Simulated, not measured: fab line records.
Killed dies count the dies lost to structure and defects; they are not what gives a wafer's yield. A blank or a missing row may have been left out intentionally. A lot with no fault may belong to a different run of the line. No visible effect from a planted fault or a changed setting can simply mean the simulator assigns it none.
Which tool did it? / flow n5 finfet / Sampling: 24 lots, 72 wafers, 4 of 1938 route steps

== WHAT THE GAUGES SHOWED, per wafer ==
N5_ZERO_LAYER_INSPECT_20: inspects for defects (darkfield). Usual: raw defect count reads 37 (standard deviation 17).
lot=L074; measured=day 1 13:49; on=defect inspect-01; raw defect count=31 22 25; flag=
lot=L075; measured=day 1 19:15; on=defect inspect-02; raw defect count=45 22 20; flag=
lot=L076; measured=day 2 01:23; on=defect inspect-01; raw defect count=38 26 43; flag=
lot=L077; measured=day 2 07:23; on=defect inspect-02; raw defect count=60 35 41; flag=
lot=L078; measured=day 2 13:26; on=defect inspect-02; raw defect count=26 64 57; flag=
lot=L079; measured=day 2 19:23; on=defect inspect-02; raw defect count=15 31 43; flag=
lot=L080; measured=day 3 01:25; on=defect inspect-01; raw defect count=33 47 39; flag=
lot=L081; measured=day 3 07:18; on=defect inspect-01; raw defect count=44 26 29; flag=
lot=L082; measured=day 3 13:17; on=defect inspect-01; raw defect count=62 75 66; flag=
lot=L083; measured=day 3 19:23; on=defect inspect-01; raw defect count=18 22 41; flag=
lot=L084; measured=day 4 01:28; on=defect inspect-02; raw defect count=22 20 18; flag=
lot=L085; measured=day 4 07:25; on=defect inspect-02; raw defect count=35 26 59; flag=
lot=L086; measured=day 4 13:15; on=defect inspect-01; raw defect count=23 19 37; flag=
lot=L087; measured=day 4 19:15; on=defect inspect-01; raw defect count=49 19 26; flag=
lot=L088; measured=day 5 01:48; on=defect inspect-02; raw defect count=33 28 57; flag=
lot=L089; measured=day 5 08:35; on=defect inspect-01; raw defect count=13 39 52; flag=
lot=L090; measured=day 5 13:16; on=defect inspect-02; raw defect count=29 19 21; flag=
lot=L091; measured=day 5 19:40; on=defect inspect-02; raw defect count=23 40 26; flag=
lot=L092; measured=day 6 01:33; on=defect inspect-01; raw defect count=18 26 37; flag=
lot=L093; measured=day 6 07:17; on=defect inspect-02; raw defect count=12 37 29; flag=
lot=L094; measured=day 6 13:23; on=defect inspect-02; raw defect count=17 30 24; flag=
lot=L095; measured=day 6 19:15; on=defect inspect-01; raw defect count=75 51 86; flag=
lot=L096; measured=day 7 02:08; on=defect inspect-02; raw defect count=23 44 48; flag=
lot=L097; measured=day 7 08:41; on=defect inspect-01; raw defect count=30 25 77; flag=

N5_WELL_APT_INSPECT_27: inspects for defects (macro). Usual: raw defect count reads 2.0 (standard deviation 1.5).
lot=L074; measured=day 1 15:17; on=defect inspect-02; raw defect count=1 4 2; flag=
lot=L075; measured=day 1 20:59; on=defect inspect-01; raw defect count=1 4 4; flag=
lot=L076; measured=day 2 03:22; on=defect inspect-01; raw defect count=2 2 4; flag=
lot=L077; measured=day 2 08:59; on=defect inspect-01; raw defect count=1 1 3; flag=
lot=L078; measured=day 2 15:02; on=defect inspect-01; raw defect count=1 3 3; flag=
lot=L079; measured=day 2 20:59; on=defect inspect-01; raw defect count=3 1 2; flag=
lot=L080; measured=day 3 03:02; on=defect inspect-02; raw defect count=1 0 1; flag=
lot=L081; measured=day 3 08:47; on=defect inspect-02; raw defect count=1 4 1; flag=
lot=L082; measured=day 3 15:17; on=defect inspect-01; raw defect count=1 1 1; flag=
lot=L083; measured=day 3 20:56; on=defect inspect-02; raw defect count=2 5 1; flag=
lot=L084; measured=day 4 03:07; on=defect inspect-01; raw defect count=3 2 3; flag=
lot=L085; measured=day 4 09:09; on=defect inspect-01; raw defect count=3 1 3; flag=
lot=L086; measured=day 4 14:52; on=defect inspect-01; raw defect count=3 2 4; flag=
lot=L087; measured=day 4 20:53; on=defect inspect-01; raw defect count=3 1 2; flag=
lot=L088; measured=day 5 03:17; on=defect inspect-02; raw defect count=4 3 0; flag=
lot=L089; measured=day 5 10:11; on=defect inspect-02; raw defect count=1 2 2; flag=
lot=L090; measured=day 5 15:05; on=defect inspect-02; raw defect count=1 1 2; flag=
lot=L091; measured=day 5 21:17; on=defect inspect-01; raw defect count=2 1 3; flag=
lot=L092; measured=day 6 03:31; on=defect inspect-02; raw defect count=1 3 4; flag=
lot=L093; measured=day 6 08:53; on=defect inspect-01; raw defect count=2 6 5; flag=
lot=L094; measured=day 6 15:13; on=defect inspect-01; raw defect count=0 1 0; flag=
lot=L095; measured=day 6 20:46; on=defect inspect-02; raw defect count=1 4 1; flag=
lot=L096; measured=day 7 03:47; on=defect inspect-02; raw defect count=4 2 2; flag=
lot=L097; measured=day 7 10:25; on=defect inspect-01; raw defect count=1 3 1; flag=

N5_PMOS_HMC_CHANNEL_EPI_CD_MEAS_09 targets a cd of 237.4 nm. Usual: cd nm reads 237.7 nm (standard deviation 1.1).
lot=L074; measured=day 1 17:24; on=cd sem-02; cd nm (nm)=238.4 241.1 239.0; flag=
lot=L075; measured=day 1 23:10; on=cd sem-03; cd nm (nm)=238.0 238.8 238.5; flag=
lot=L076; measured=day 2 05:41; on=cd sem-03; cd nm (nm)=237.3 237.5 238.4; flag=
lot=L077; measured=day 2 11:23; on=cd sem-02; cd nm (nm)=238.5 238.7 237.3; flag=
lot=L078; measured=day 2 17:14; on=cd sem-02; cd nm (nm)=239.4 236.6 237.7; flag=
lot=L079; measured=day 2 22:59; on=cd sem-01; cd nm (nm)=237.3 238.1 236.9; flag=
lot=L080; measured=day 3 05:02; on=cd sem-03; cd nm (nm)=236.5 236.4 236.7; flag=
lot=L081; measured=day 3 11:15; on=cd sem-02; cd nm (nm)=235.5 239.0 237.0; flag=
lot=L082; measured=day 3 17:58; on=cd sem-02; cd nm (nm)=237.2 237.3 237.8; flag=
lot=L083; measured=day 3 22:56; on=cd sem-01; cd nm (nm)=236.9 238.1 237.2; flag=
lot=L084; measured=day 4 05:21; on=cd sem-03; cd nm (nm)=238.1 236.5 237.4; flag=
lot=L085; measured=day 4 11:09; on=cd sem-03; cd nm (nm)=236.8 235.7 236.6; flag=
lot=L086; measured=day 4 16:59; on=cd sem-01; cd nm (nm)=239.9 240.0 239.2; flag=
lot=L087; measured=day 4 23:01; on=cd sem-02; cd nm (nm)=237.9 238.6 238.7; flag=
lot=L088; measured=day 5 05:59; on=cd sem-01; cd nm (nm)=238.6 238.9 239.2; flag=
lot=L089; measured=day 5 12:16; on=cd sem-02; cd nm (nm)=236.3 238.6 237.2; flag=
lot=L090; measured=day 5 17:17; on=cd sem-02; cd nm (nm)=236.9 237.8 238.7; flag=
lot=L091; measured=day 5 23:29; on=cd sem-03; cd nm (nm)=238.1 236.6 237.9; flag=
lot=L092; measured=day 6 05:46; on=cd sem-02; cd nm (nm)=238.5 237.6 239.0; flag=
lot=L093; measured=day 6 10:56; on=cd sem-01; cd nm (nm)=237.0 236.8 236.4; flag=
lot=L094; measured=day 6 17:21; on=cd sem-01; cd nm (nm)=237.0 236.3 235.9; flag=
lot=L095; measured=day 6 22:53; on=cd sem-01; cd nm (nm)=238.8 237.4 237.0; flag=
lot=L096; measured=day 7 05:59; on=cd sem-03; cd nm (nm)=238.4 237.9 239.8; flag=
lot=L097; measured=day 7 12:25; on=cd sem-02; cd nm (nm)=239.0 238.2 237.8; flag=

== TOOL THAT RAN EACH LOT (tool first, then ch and the chambers of the sampled wafers, then the start) ==
lot=L074; N5_ZERO_LAYER_PECVD_02=pecvd-02 ch 0,1,2, day 1 12:28
lot=L075; N5_ZERO_LAYER_PECVD_02=pecvd-02 ch 0,1, day 1 18:17
lot=L076; N5_ZERO_LAYER_PECVD_02=pecvd-02 ch 1,2, day 2 00:17
lot=L077; N5_ZERO_LAYER_PECVD_02=pecvd-02 ch 0,1, day 2 06:17
lot=L078; N5_ZERO_LAYER_PECVD_02=pecvd-04 ch 0,1, day 2 12:17
lot=L079; N5_ZERO_LAYER_PECVD_02=pecvd-02 ch 0,1,2, day 2 18:17
lot=L080; N5_ZERO_LAYER_PECVD_02=pecvd-04 ch 0,1, day 3 00:17
lot=L081; N5_ZERO_LAYER_PECVD_02=pecvd-01 ch 0,2, day 3 06:17
lot=L082; N5_ZERO_LAYER_PECVD_02=pecvd-02 ch 0,1,2, day 3 12:17
lot=L083; N5_ZERO_LAYER_PECVD_02=pecvd-02 ch 0,2, day 3 18:17
lot=L084; N5_ZERO_LAYER_PECVD_02=pecvd-02 ch 0,1,2, day 4 00:17
lot=L085; N5_ZERO_LAYER_PECVD_02=pecvd-01 ch 0,1, day 4 06:18
lot=L086; N5_ZERO_LAYER_PECVD_02=pecvd-04 ch 0,2, day 4 12:17
lot=L087; N5_ZERO_LAYER_PECVD_02=pecvd-04 ch 0,2, day 4 18:17
lot=L088; N5_ZERO_LAYER_PECVD_02=pecvd-02 ch 0,1, day 5 00:18
lot=L089; N5_ZERO_LAYER_PECVD_02=pecvd-04 ch 0,1,2, day 5 06:18
lot=L090; N5_ZERO_LAYER_PECVD_02=pecvd-02 ch 0,2, day 5 12:17
lot=L091; N5_ZERO_LAYER_PECVD_02=pecvd-04 ch 0,2, day 5 18:17
lot=L092; N5_ZERO_LAYER_PECVD_02=pecvd-02 ch 0,1, day 6 00:17
lot=L093; N5_ZERO_LAYER_PECVD_02=pecvd-01 ch 0,1, day 6 06:17
lot=L094; N5_ZERO_LAYER_PECVD_02=pecvd-02 ch 0,1, day 6 12:17
lot=L095; N5_ZERO_LAYER_PECVD_02=pecvd-04 ch 0,1,2, day 6 18:19
lot=L096; N5_ZERO_LAYER_PECVD_02=pecvd-02 ch 0,1,2, day 7 00:17
lot=L097; N5_ZERO_LAYER_PECVD_02=pecvd-04 ch 0,1, day 7 06:18
- N5_ZERO_LAYER_PECVD_02: deposits SiO2 from SiH4/N2O, target thk 10 nm, time 6 s.

== AS READ BY THE TOOLS THEMSELVES (means over the sampled wafers that have a number; for cases with no such wafer, the mark the record gives instead) ==
N5_ZERO_LAYER_PECVD_02. Usual: heater power w 708 W, standard deviation 110; showerhead plenum p Torr 8.17 Torr, standard deviation 0.15; susceptor temp C 400.02 C, standard deviation 0.22.
lot=L074; tool=pecvd-02; heater power w (W)=666; showerhead plenum p Torr (Torr)=8.13; susceptor temp C (C)=399.92; flag=
lot=L075; tool=pecvd-02; heater power w (W)=609; showerhead plenum p Torr (Torr)=8.28; susceptor temp C (C)=400.19; flag=
lot=L076; tool=pecvd-02; heater power w (W)=660; showerhead plenum p Torr (Torr)=7.98; susceptor temp C (C)=399.98; flag=
lot=L077; tool=pecvd-02; heater power w (W)=558; showerhead plenum p Torr (Torr)=8.23; susceptor temp C (C)=400.04; flag=
lot=L078; tool=pecvd-04; heater power w (W)=775; showerhead plenum p Torr (Torr)=8.20; susceptor temp C (C)=400.13; flag=
lot=L079; tool=pecvd-02; heater power w (W)=639; showerhead plenum p Torr (Torr)=8.13; susceptor temp C (C)=400.19; flag=
lot=L080; tool=pecvd-04; heater power w (W)=822; showerhead plenum p Torr (Torr)=8.21; susceptor temp C (C)=399.63; flag=
lot=L081; tool=pecvd-01; heater power w (W)=666; showerhead plenum p Torr (Torr)=8.22; susceptor temp C (C)=399.93; flag=
lot=L082; tool=pecvd-02; heater power w (W)=703; showerhead plenum p Torr (Torr)=8.13; susceptor temp C (C)=400.17; flag=
lot=L083; tool=pecvd-02; heater power w (W)=659; showerhead plenum p Torr (Torr)=8.02; susceptor temp C (C)=399.96; flag=
lot=L084; tool=pecvd-02; heater power w (W)=668; showerhead plenum p Torr (Torr)=8.14; susceptor temp C (C)=399.97; flag=
lot=L085; tool=pecvd-01; heater power w (W)=870; showerhead plenum p Torr (Torr)=8.36; susceptor temp C (C)=400.04; flag=
lot=L086; tool=pecvd-04; heater power w (W)=739; showerhead plenum p Torr (Torr)=8.17; susceptor temp C (C)=400.01; flag=
lot=L087; tool=pecvd-04; heater power w (W)=791; showerhead plenum p Torr (Torr)=8.16; susceptor temp C (C)=400.05; flag=
lot=L088; tool=pecvd-02; heater power w (W)=605; showerhead plenum p Torr (Torr)=8.27; susceptor temp C (C)=400.24; flag=
lot=L089; tool=pecvd-04; heater power w (W)=812; showerhead plenum p Torr (Torr)=8.15; susceptor temp C (C)=399.92; flag=
lot=L090; tool=pecvd-02; heater power w (W)=671; showerhead plenum p Torr (Torr)=8.15; susceptor temp C (C)=400.06; flag=
lot=L091; tool=pecvd-04; heater power w (W)=781; showerhead plenum p Torr (Torr)=8.16; susceptor temp C (C)=400.04; flag=
lot=L092; tool=pecvd-02; heater power w (W)=548; showerhead plenum p Torr (Torr)=8.24; susceptor temp C (C)=399.91; flag=
lot=L093; tool=pecvd-01; heater power w (W)=766; showerhead plenum p Torr (Torr)=8.26; susceptor temp C (C)=400.12; flag=
lot=L094; tool=pecvd-02; heater power w (W)=625; showerhead plenum p Torr (Torr)=8.25; susceptor temp C (C)=400.23; flag=
lot=L095; tool=pecvd-04; heater power w (W)=794; showerhead plenum p Torr (Torr)=8.15; susceptor temp C (C)=399.85; flag=
lot=L096; tool=pecvd-02; heater power w (W)=624; showerhead plenum p Torr (Torr)=8.14; susceptor temp C (C)=400.21; flag=
lot=L097; tool=pecvd-04; heater power w (W)=806; showerhead plenum p Torr (Torr)=8.22; susceptor temp C (C)=399.96; flag=

== THE ANSWER, worked out from the rows above alone ==
Rule: take the mean of a lot's wafers that have a number; if it is more than 3 standard deviations from the usual mean, the lot is off. Also off: a lot with no number at a reading for which 4 or more lots have one. The other lots that the step has rows for count as sound. After the gauges, taken in route order, come the tools' own readings; for these a lot's mean is taken, as printed above. At the first step where some lot is off, the reading lying furthest off is the one used; lots without a number count as furthest.
Across all readings shown, no lot is off: no conclusion can be drawn from this.

== WHAT WAS PUT IN BY THE SIMULATOR ==
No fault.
